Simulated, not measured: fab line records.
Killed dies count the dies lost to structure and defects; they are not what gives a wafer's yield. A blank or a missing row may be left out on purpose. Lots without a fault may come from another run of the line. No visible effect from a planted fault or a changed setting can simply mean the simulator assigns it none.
Struck lot and sound lot, side by side | flow nandHarc | 14 out of 1302 route steps
Sound: these wafers, L237.1, L237.4, L237.5. The struck wafers were L248.2, L248.6. At the end, the cause is stated.
Each step with rows lists, per side, the tool, then ch with its chambers, then its first start. Under that, the readings that differ: sound wafers | struck wafers | difference of the means | sigmas: that difference in standard deviations of wafers without a fault.
alike: words and numbers the same on both sides, and readings whose means are apart by under 2 such deviations; not compared: readings that were withheld, readings missing a value for some wafer, numbers with overlapping values and no deviation given by the record, and bounds like >300 which may hide the same value.
A row with sigmas, a row that says differs or no value, or rows on one side alone: a step with any of these is where the two part. Non-overlapping numbers with no deviation appear without sigmas and do not part them. Lack of a reading on every wafer of one side parts them only where that side has two or more wafers.

first, 2 steps without rows for these wafers: NHARC_A_SOURCE_PLATE_SRD_01; NHARC_A_SOURCE_PLATE_OXIDE_02 (material SiO2, target thk 10 nm, ox time 1362 s).
NHARC_A_SOURCE_PLATE_THK_MEAS_09: measures by ellipsometry.
  sound on filmMetro-02, day 7 02:22; struck on filmMetro-01, day 11 15:32
  alike: thkNm
then, 3 steps without rows for these wafers: NHARC_A_SOURCE_PLATE_PVD_04 (deposits WSi2, target thk 50 nm); NHARC_A_SOURCE_PLATE_CVD_03 (deposits poly-Si, target thk 200 nm, time 4000 s); NHARC_A_SOURCE_PLATE_ANNEAL_05 (time 1800 s).
NHARC_A_SOURCE_PLATE_THK_MEAS_06: measures by ellipsometry.
  sound on filmMetro-02, day 7 15:26; struck on filmMetro-02, day 12 05:08
  alike: thkNm
NHARC_A_SOURCE_PLATE_INSPECT_08:
  sound on defectInspect-01, day 7 15:32; struck on defectInspect-01, day 12 05:13
  alike: rawDefectCount
then, 1 step without rows for these wafers: NHARC_A_ONON_D1_DEP_00 (target thk 1000 nm).
NHARC_A_ONON_D1_THK_MEAS_02: measures by ellipsometry.
  sound on filmMetro-01, day 7 16:07; struck on filmMetro-02, day 12 05:47
reading    | sound        | struck  | difference | sigmas
thkNm (nm) | 999 999 1000 | 983 981 | -17        | -2
NHARC_A_ONON_D1_DEP_03: target thk 1000 nm.
  sound on pecvdOnon-04 ch 0, day 7 16:10; struck on pecvdOnon-04 ch 0, day 12 05:53
  alike: susceptorTempC
NHARC_A_ONON_D1_THK_MEAS_05: measures by ellipsometry.
  sound on filmMetro-02, day 7 16:41; struck on filmMetro-01, day 12 06:20
reading    | sound       | struck    | difference | sigmas
thkNm (nm) | 994 992 993 | 1489 1490 | +496       | +50
then, 1 step without rows for these wafers: NHARC_A_ONON_D1_DEP_06 (target thk 1000 nm).
-- record jumps: 17 days between struck wafers' starts before vs after; left off in module A_ONON_D1, resumes in module END, first step shown is number 1302 of the route --
NHARC_END_SORT_01:
  the record has rows for the struck wafers here (prober-01 ch 0, day 29 11:31) and none for the sound ones

== WHERE THEY PART ==
First at NHARC_A_ONON_D1_THK_MEAS_02; last, within this record, at NHARC_END_SORT_01.

WHY: the cause the simulator had injected
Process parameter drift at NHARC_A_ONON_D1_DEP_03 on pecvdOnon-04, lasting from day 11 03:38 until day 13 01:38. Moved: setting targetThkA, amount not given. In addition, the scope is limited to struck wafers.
